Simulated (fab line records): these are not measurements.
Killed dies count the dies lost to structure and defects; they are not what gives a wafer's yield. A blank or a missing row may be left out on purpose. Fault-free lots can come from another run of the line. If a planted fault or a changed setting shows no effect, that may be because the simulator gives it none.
A lot that was struck, set against a sound lot || flow nandHarc || 21 out of 1159 route steps
Sound: these wafers, L593.3, L593.5, L593.6. Wafers L605.2, L605.3, L605.6 were the ones struck. The cause is named last.
For every step that has rows: the tool of each side, followed by ch and its chambers, followed by its first start. Under that, the readings that differ: sound wafers || struck wafers || difference of the means || sigmas: that difference in standard deviations of wafers without a fault.
alike: readings with means less than 2 such deviations apart, plus words and numbers identical on both sides. not compared: withheld readings, readings lacking a value on some wafer, bounds such as >300 that could conceal the same value, and numbers that have no deviation in the record and whose values overlap.
A row with sigmas, a row that says differs or no value, or rows on one side alone: a step with any of these is where the two part. When numbers do not overlap yet have no deviation, they are printed without sigmas and do not part them. Lack of a reading on every wafer of one side parts them only where that side has two or more wafers.

NHARC_A_BLC_CVD_24: deposits W, target thk 150 nm, time 434 s.
  sound: cvdW-01 ch 0,1; struck: cvdW-02 ch 0,1
  alike: heaterPowerW, throttleValvePct
NHARC_A_BLC_CMP_25: polishes, t overpolish 30 s, target thk 150 nm.
  sound on cmp-03 ch 1,2, day 17 20:34; struck on cmp-02 ch 1,3, day 20 08:35
  alike: motorCurrentA, overpolishRunS, timeToEndpointS
then, 1 step without rows for these wafers: NHARC_A_BLC_SRD_27.
NHARC_A_BLC_INSPECT_28:
  sound on defectInspect-02 at day 17 20:56; struck on defectInspect-02 at day 20 08:59
  alike: rawDefectCount
then, 7 steps without rows for these wafers: NHARC_A_M0_DEP_00 (deposits SiOC, target thk 150 nm); NHARC_A_M0_DEHYDRATE_01 (time 120 s); NHARC_A_M0_HMDS_02 (time 30 s); NHARC_A_M0_COAT_33 (time 65 s); NHARC_A_M0_COAT_03 (resist thk 90 nm); NHARC_A_M0_SOFTBAKE_04 (time 55 s); NHARC_A_M0_EBR_05.
NHARC_A_M0_EXPOSE_06: exposes mask A M0, target cd 80 nm.
  sound on arfiScanner-03 ch 0, day 17 21:35; struck on arfiScanner-03 ch 0, day 20 09:45
{"reading": "exposureDoseMJCm2", "sound": "83.18 83.20 83.30", "struck": "66.77 66.84 66.74", "difference": -16.44, "sigmas": "-99 or more"}
  alike: mask
then, 2 steps without rows for these wafers: NHARC_A_M0_PEB_07 (peb time 65 s); NHARC_A_M0_DEVELOP_08 (develop time 35 s).
NHARC_A_M0_CD_MEAS_09: the cd target is 80 nm.
  sound on cdSem-02 ch 0, day 17 21:43; struck on cdSem-03 ch 0, day 20 09:53
{"reading": "cdNm (nm)", "sound": "78.4 79.5 78.6", "struck": "65.9 65.2 66.7", "difference": -12.9, "sigmas": -14}
NHARC_A_M0_OVL_MEAS_10: pitch 160 nm.
  sound on overlay-02 at day 17 21:48; struck on overlay-01 at day 20 09:59
  alike: overlayXNm, overlayYNm
NHARC_A_M0_INSPECT_11:
  sound on defectInspect-02 at day 17 21:50; struck on defectInspect-02 at day 20 10:01
  alike: rawDefectCount
NHARC_A_M0_DESCUM_14: chemistry O2, time 3 s.
  sound on rieDiel-03 ch 1,2,3, day 17 21:55; struck on rieDiel-03 ch 1,3, day 20 10:05
{"reading": "model.A_M0.cdNm (nm)", "sound": "77.74 79.02 78.85", "struck": "66.12 65.15 66.74", "difference": -12.53, "sigmas": ""}
  alike: chamberPressureMTorr, drypumpMotorCurrentA, oesProductAu, rfVppV, showerheadPlenumPTorr, throttleValvePct
  not compared: rfHoursCounterH
NHARC_A_M0_ETCH_34: etches the open film in N2/H2, target depth 40 nm, overetch 12 nm, time 43.94 s.
  sound on rieDiel-03 ch 0,3, day 17 21:59; struck on rieDiel-03 ch 0,1,3, day 20 10:10
  alike: chamberPressureMTorr, drypumpMotorCurrentA, oesProductAu, rfVppV, showerheadPlenumPTorr, throttleValvePct
  not compared: rfHoursCounterH
NHARC_A_M0_ETCH_15: etches the open film in C4F8/Ar, target depth 150 nm, overetch 15 nm, time 82.5 s.
  sound: rieDiel-03 ch 0,3; struck: rieDiel-03 ch 1,2,3
{"reading": "model.A_M0.cdNm (nm)", "sound": "76.8 78.79 78.09", "struck": "66.27 65.34 65.94", "difference": -12.04, "sigmas": ""}
  alike: chamberPressureMTorr, oesProductAu, rfVppV
  not compared: rfHoursCounterH
NHARC_A_M0_CD_MEAS_16:
  sound on cdSem-01 at day 17 22:12; struck on cdSem-03 at day 20 10:22
{"reading": "cdNm (nm)", "sound": "76.5 78.9 78.0", "struck": "66.0 65.4 65.4", "difference": -12.2, "sigmas": -10}

== WHERE THEY PART ==
At NHARC_A_M0_EXPOSE_06 first; at NHARC_A_M0_CD_MEAS_16 last (within this record only).

WHY: the cause the simulator had injected
Drift in process parameters on arfiScanner-03 at NHARC_A_M0_EXPOSE_06, starting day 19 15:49. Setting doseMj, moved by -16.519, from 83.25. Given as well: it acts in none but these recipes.
